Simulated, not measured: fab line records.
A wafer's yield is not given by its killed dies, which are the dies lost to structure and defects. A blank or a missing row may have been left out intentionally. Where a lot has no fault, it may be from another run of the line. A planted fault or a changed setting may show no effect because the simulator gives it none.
Matching of chambers	flow nand-harc	4 sister chambers for NHARC_P_CONTACT_CMP_01 on cmp-03
The step polishes SiO2, target thk 200 nm. 8 wafers are shown with their chamber, then 7 later ones without.

WAFERS, EACH WITH ITS CHAMBER
wafer	chamber	motor-current-A (A)
L266.1	2	11.1
L266.3	0	12.0
L266.4	1	12.4
L269.1	2	11.7
L269.3	3	14.1
L269.6	3	13.4
L274.1	0	11.5
L274.3	1	13.4

WAFERS MISSING THEIR CHAMBER
wafer	motor-current-A (A)
L274.5	13.3
L279.4	12.9
L279.5	14.0
L279.6	11.5
L283.3	11.0
L283.5	11.8
L283.6	14.3

EACH ONE'S CHAMBER
wafer	from the rows above	in truth
L274.5	can't be placed: 1 or 3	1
L279.4	can't be placed: 1 or 3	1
L279.5	can't be placed: 3 or 1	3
L279.6	can't be placed: 2 or 0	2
L283.3	can't be placed: 2 or 0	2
L283.5	can't be placed: 0 or 2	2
L283.6	can't be placed: 3 or 1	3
Placed correctly: 0 of 7. From these rows, 7 cannot be placed; in 7 the true chamber is one of the candidates. Wrongly placed: 0.
How it was worked out, from the rows above alone: a wafer's distance from a chamber is the root of the sum, over the readings, of the square of ((its reading less the chamber's mean) divided by the reading's scatter). The wafer belongs to the nearest chamber; if the next one is less than 2 further off, it can't be placed. For every chamber, the mean is computed from those of its wafers that are shown. The scatter: take each reading less its chamber's mean, square it, sum over the shown wafers, divide by the number of wafers less the number of chambers, and take the root.
